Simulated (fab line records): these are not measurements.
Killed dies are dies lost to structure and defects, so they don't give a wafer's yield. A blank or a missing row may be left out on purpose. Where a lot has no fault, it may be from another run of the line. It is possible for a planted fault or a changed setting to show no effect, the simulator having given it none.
Matching of chambers :: flow n5Finfet :: rieDiel-02 running N5_MOL_CONTACT_COAG_ETCH_48: 4 sister chambers
The step etches SiOC in C4F6/O2, target depth 15 nm, overetch 4.5 nm, time 17 s. 8 wafers are shown with their chamber, then 6 later ones without.

== WAFERS WITH THEIR CHAMBER ==
wafer: L375.3
chamber: 0
rfVppV (V): 1595
throttleValvePct (%): 40.6

wafer: L381.5
chamber: 2
rfVppV (V): 1658
throttleValvePct (%): 39.8

wafer: L381.6
chamber: 1
rfVppV (V): 1646
throttleValvePct (%): 40.4

wafer: L383.1
chamber: 0
rfVppV (V): 1595
throttleValvePct (%): 40.5

wafer: L383.3
chamber: 3
rfVppV (V): 1568
throttleValvePct (%): 40.2

wafer: L383.4
chamber: 1
rfVppV (V): 1647
throttleValvePct (%): 40.4

wafer: L384.2
chamber: 3
rfVppV (V): 1568
throttleValvePct (%): 40.2

wafer: L384.4
chamber: 2
rfVppV (V): 1657
throttleValvePct (%): 39.8

== WAFERS WHOSE CHAMBER IS MISSING ==
wafer: L387.1
rfVppV (V): 1656
throttleValvePct (%): 39.8

wafer: L387.4
rfVppV (V): 1646
throttleValvePct (%): 40.4

wafer: L387.6
rfVppV (V): 1656
throttleValvePct (%): 39.8

wafer: L392.1
rfVppV (V): 1655
throttleValvePct (%): 39.8

wafer: L392.4
rfVppV (V): 1568
throttleValvePct (%): 40.2

wafer: L392.5
rfVppV (V): 1646
throttleValvePct (%): 40.4

== THE CHAMBER EACH PASSED THROUGH ==
wafer: L387.1
from the rows above: 2
in truth: 2

wafer: L387.4
from the rows above: 1
in truth: 1

wafer: L387.6
from the rows above: 2
in truth: 2

wafer: L392.1
from the rows above: 2
in truth: 2

wafer: L392.4
from the rows above: 3
in truth: 3

wafer: L392.5
from the rows above: 1
in truth: 1
Correct placement for 6 of the 6. Left unplaced by these rows: 0. 0 placed wrongly.
How it was worked out, from the rows above alone: a wafer's distance from a chamber is the root of the sum, over the readings, of the square of ((its reading less the chamber's mean) divided by the reading's scatter). If the next closest chamber is less than 2 further off than the closest, the wafer can't be placed; otherwise it belongs to the closest. Each chamber's mean is taken over the wafers shown for it. The scatter: the root of (the sum of the squares of (reading less its chamber's mean) over the shown wafers, divided by (wafers less chambers)).
